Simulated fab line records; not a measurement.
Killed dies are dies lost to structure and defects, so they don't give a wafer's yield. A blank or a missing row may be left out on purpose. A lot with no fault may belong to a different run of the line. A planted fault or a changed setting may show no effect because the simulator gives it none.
Split-lot experiment / flow n5Finfet / 39 wafers read from 7 lots, route of 1938 steps

ABOUT THE SPLIT
At N5_BEOL_M14_DEP_53 (deposits SiCN from 3MS/NH3, target thk 50 nm, time 17.8 s), the setting targetThkA was moved away from the recipe's 500 angstrom on 9 of the 39 wafers read, by -56.2% to +50.5%. The other wafers ran this setting at the recipe's value.

The reading is taken at the split's own step.

THE READING
SiCN_of_BEOL_M14_DEP_53.thkNm (the simulator's own value, which no gauge read), in nm, at N5_BEOL_M14_DEP_53 (deposits SiCN from 3MS/NH3, target thk 50 nm, time 17.8 s). No usual value for it is given in the file. Across the 30 wafers here that went through the recipe, the average is 50.4 nm and the standard deviation 0.64 nm.

wafer=L080.1; tool, chamber at the split=pecvd-02, 0; targetThkA as run, angstrom=500; against the recipe=recipe; SiCN_of_BEOL_M14_DEP_53.thkNm, nm=49; against lot-mates on the recipe=-
wafer=L080.3; tool, chamber at the split=pecvd-02, 2; targetThkA as run, angstrom=500; against the recipe=recipe; SiCN_of_BEOL_M14_DEP_53.thkNm, nm=51; against lot-mates on the recipe=-
wafer=L080.4; tool, chamber at the split=pecvd-02, 0; targetThkA as run, angstrom=500; against the recipe=recipe; SiCN_of_BEOL_M14_DEP_53.thkNm, nm=50.2; against lot-mates on the recipe=-
wafer=L087.1; tool, chamber at the split=pecvd-02, 0; targetThkA as run, angstrom=500; against the recipe=recipe; SiCN_of_BEOL_M14_DEP_53.thkNm, nm=49.8; against lot-mates on the recipe=-
wafer=L087.2; tool, chamber at the split=pecvd-02, 1; targetThkA as run, angstrom=500; against the recipe=recipe; SiCN_of_BEOL_M14_DEP_53.thkNm, nm=50.4; against lot-mates on the recipe=-
wafer=L087.3; tool, chamber at the split=pecvd-02, 2,0; targetThkA as run, angstrom=500; against the recipe=recipe; SiCN_of_BEOL_M14_DEP_53.thkNm, nm=50.2; against lot-mates on the recipe=-
wafer=L087.6; tool, chamber at the split=pecvd-02, 2,0; targetThkA as run, angstrom=500; against the recipe=recipe; SiCN_of_BEOL_M14_DEP_53.thkNm, nm=50.2; against lot-mates on the recipe=-
wafer=L087.4; tool, chamber at the split=pecvd-02, 1; targetThkA as run, angstrom=500; against the recipe=recipe; SiCN_of_BEOL_M14_DEP_53.thkNm, nm=51.4; against lot-mates on the recipe=-
wafer=L087.5; tool, chamber at the split=pecvd-02, 2; targetThkA as run, angstrom=500; against the recipe=recipe; SiCN_of_BEOL_M14_DEP_53.thkNm, nm=50.8; against lot-mates on the recipe=-
wafer=L086.1; tool, chamber at the split=pecvd-01, 1; targetThkA as run, angstrom=500; against the recipe=recipe; SiCN_of_BEOL_M14_DEP_53.thkNm, nm=50; against lot-mates on the recipe=-
wafer=L086.2; tool, chamber at the split=pecvd-01, 0; targetThkA as run, angstrom=500; against the recipe=recipe; SiCN_of_BEOL_M14_DEP_53.thkNm, nm=49.4; against lot-mates on the recipe=-
wafer=L086.3; tool, chamber at the split=pecvd-01, 2,2,0; targetThkA as run, angstrom=500; against the recipe=recipe; SiCN_of_BEOL_M14_DEP_53.thkNm, nm=50.4; against lot-mates on the recipe=-
wafer=L086.4; tool, chamber at the split=pecvd-01, 2,2,0; targetThkA as run, angstrom=500; against the recipe=recipe; SiCN_of_BEOL_M14_DEP_53.thkNm, nm=50.4; against lot-mates on the recipe=-
wafer=L086.6; tool, chamber at the split=pecvd-01, 2,2,0; targetThkA as run, angstrom=500; against the recipe=recipe; SiCN_of_BEOL_M14_DEP_53.thkNm, nm=50.4; against lot-mates on the recipe=-
wafer=L086.5; tool, chamber at the split=pecvd-01, 1; targetThkA as run, angstrom=500; against the recipe=recipe; SiCN_of_BEOL_M14_DEP_53.thkNm, nm=50.8; against lot-mates on the recipe=-
wafer=L088.1; tool, chamber at the split=pecvd-01, 0; targetThkA as run, angstrom=500; against the recipe=recipe; SiCN_of_BEOL_M14_DEP_53.thkNm, nm=50.4; against lot-mates on the recipe=-
wafer=L088.2; tool, chamber at the split=pecvd-01, 1; targetThkA as run, angstrom=218.9; against the recipe=-56.2%; SiCN_of_BEOL_M14_DEP_53.thkNm, nm=22; against lot-mates on the recipe=-28.5
wafer=L088.3; tool, chamber at the split=pecvd-01, 2; targetThkA as run, angstrom=500; against the recipe=recipe; SiCN_of_BEOL_M14_DEP_53.thkNm, nm=50; against lot-mates on the recipe=-
wafer=L088.4; tool, chamber at the split=pecvd-01, 1; targetThkA as run, angstrom=218.9; against the recipe=-56.2%; SiCN_of_BEOL_M14_DEP_53.thkNm, nm=22.6; against lot-mates on the recipe=-27.9
wafer=L088.5; tool, chamber at the split=pecvd-01, 2; targetThkA as run, angstrom=500; against the recipe=recipe; SiCN_of_BEOL_M14_DEP_53.thkNm, nm=51; against lot-mates on the recipe=-
wafer=L088.6; tool, chamber at the split=pecvd-01, 0; targetThkA as run, angstrom=218.9; against the recipe=-56.2%; SiCN_of_BEOL_M14_DEP_53.thkNm, nm=22.2; against lot-mates on the recipe=-28.3
wafer=L093.1; tool, chamber at the split=pecvd-02, 0; targetThkA as run, angstrom=752.4; against the recipe=+50.5%; SiCN_of_BEOL_M14_DEP_53.thkNm, nm=74.4; against lot-mates on the recipe=+23.7
wafer=L093.2; tool, chamber at the split=pecvd-02, 1,0; targetThkA as run, angstrom=752.4; against the recipe=+50.5%; SiCN_of_BEOL_M14_DEP_53.thkNm, nm=75.6; against lot-mates on the recipe=+24.9
wafer=L093.4; tool, chamber at the split=pecvd-02, 1,0; targetThkA as run, angstrom=752.4; against the recipe=+50.5%; SiCN_of_BEOL_M14_DEP_53.thkNm, nm=75.6; against lot-mates on the recipe=+24.9
wafer=L093.3; tool, chamber at the split=pecvd-02, 2; targetThkA as run, angstrom=500; against the recipe=recipe; SiCN_of_BEOL_M14_DEP_53.thkNm, nm=50.2; against lot-mates on the recipe=-
wafer=L093.5; tool, chamber at the split=pecvd-02, 2; targetThkA as run, angstrom=500; against the recipe=recipe; SiCN_of_BEOL_M14_DEP_53.thkNm, nm=50.8; against lot-mates on the recipe=-
wafer=L093.6; tool, chamber at the split=pecvd-02, 1; targetThkA as run, angstrom=500; against the recipe=recipe; SiCN_of_BEOL_M14_DEP_53.thkNm, nm=51.2; against lot-mates on the recipe=-
wafer=L094.1; tool, chamber at the split=pecvd-02, 1; targetThkA as run, angstrom=500; against the recipe=recipe; SiCN_of_BEOL_M14_DEP_53.thkNm, nm=50.8; against lot-mates on the recipe=-
wafer=L094.2; tool, chamber at the split=pecvd-02, 2; targetThkA as run, angstrom=500; against the recipe=recipe; SiCN_of_BEOL_M14_DEP_53.thkNm, nm=49.8; against lot-mates on the recipe=-
wafer=L094.3; tool, chamber at the split=pecvd-02, 0; targetThkA as run, angstrom=500; against the recipe=recipe; SiCN_of_BEOL_M14_DEP_53.thkNm, nm=49.6; against lot-mates on the recipe=-
wafer=L094.4; tool, chamber at the split=pecvd-02, 0; targetThkA as run, angstrom=500; against the recipe=recipe; SiCN_of_BEOL_M14_DEP_53.thkNm, nm=49.6; against lot-mates on the recipe=-
wafer=L094.5; tool, chamber at the split=pecvd-02, 2,1; targetThkA as run, angstrom=500; against the recipe=recipe; SiCN_of_BEOL_M14_DEP_53.thkNm, nm=51; against lot-mates on the recipe=-
wafer=L094.6; tool, chamber at the split=pecvd-02, 2,1; targetThkA as run, angstrom=500; against the recipe=recipe; SiCN_of_BEOL_M14_DEP_53.thkNm, nm=51; against lot-mates on the recipe=-
wafer=L095.1; tool, chamber at the split=pecvd-02, 1; targetThkA as run, angstrom=500; against the recipe=recipe; SiCN_of_BEOL_M14_DEP_53.thkNm, nm=51.2; against lot-mates on the recipe=-
wafer=L095.2; tool, chamber at the split=pecvd-02, 0; targetThkA as run, angstrom=275.3; against the recipe=-44.9%; SiCN_of_BEOL_M14_DEP_53.thkNm, nm=27.8; against lot-mates on the recipe=-23.4
wafer=L095.3; tool, chamber at the split=pecvd-02, 2; targetThkA as run, angstrom=275.3; against the recipe=-44.9%; SiCN_of_BEOL_M14_DEP_53.thkNm, nm=28.6; against lot-mates on the recipe=-22.6
wafer=L095.4; tool, chamber at the split=pecvd-02, 1; targetThkA as run, angstrom=275.3; against the recipe=-44.9%; SiCN_of_BEOL_M14_DEP_53.thkNm, nm=29.4; against lot-mates on the recipe=-21.8
wafer=L095.5; tool, chamber at the split=pecvd-02, 0; targetThkA as run, angstrom=500; against the recipe=recipe; SiCN_of_BEOL_M14_DEP_53.thkNm, nm=50.4; against lot-mates on the recipe=-
wafer=L095.6; tool, chamber at the split=pecvd-02, 2; targetThkA as run, angstrom=500; against the recipe=recipe; SiCN_of_BEOL_M14_DEP_53.thkNm, nm=52; against lot-mates on the recipe=-
If several chambers appear in one row, that row covers several wafers at once and the file leaves open which wafer was in which chamber.

FIT RESULTS
A straight line over all 39 wafers: SiCN_of_BEOL_M14_DEP_53.thkNm changes by +0.494 nm for each +1% of targetThkA; r = +1.00; the points scatter about the line by 0.65 nm.
The same after taking each lot's own level away (the mean of its wafers on the recipe; 39 wafers): +0.496 nm for each +1%; r = +1.00; scatter 0.6 nm.
On that fit, the largest move of targetThkA shifts the reading by 28 nm.
From 50.07 to 51.20 nm: that is the span of the lots' own levels, equal to 1.8 times the standard deviation above.
So the lot-to-lot level changes the slope little: the two slopes agree.
Check: with one of the wafers moved furthest among these (-56.2%) left out of the fit, the line predicts -27.9 nm for it against its lot-mates. It came out at -28.5 nm against them.

THESE WAFERS: OTHER SPLITS
Other splits were also applied to these wafers ahead of the reading. Each is held against what the fit with the lots' levels taken away leaves over:
other split on the same wafers=N5_BEOL_M5_TRENCH_ETCH_37 timeS; wafers away from the commonest value=12; r with SiCN_of_BEOL_M14_DEP_53.thkNm (lot level and that fit taken away)=-0.19
other split on the same wafers=N5_BEOL_M9_ETCH_62 timeS; wafers away from the commonest value=15; r with SiCN_of_BEOL_M14_DEP_53.thkNm (lot level and that fit taken away)=-0.07
other split on the same wafers=N5_BEOL_M11_ETCH_62 timeS; wafers away from the commonest value=18; r with SiCN_of_BEOL_M14_DEP_53.thkNm (lot level and that fit taken away)=-0.27
other split on the same wafers=N5_BEOL_M12_DESCUM_15 timeS; wafers away from the commonest value=15; r with SiCN_of_BEOL_M14_DEP_53.thkNm (lot level and that fit taken away)=+0.13

THE FILE'S OWN FIT
SiCN_of_BEOL_M14_DEP_53.thkNm changes by +0.496 nm for each +1% of targetThkA, r = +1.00.
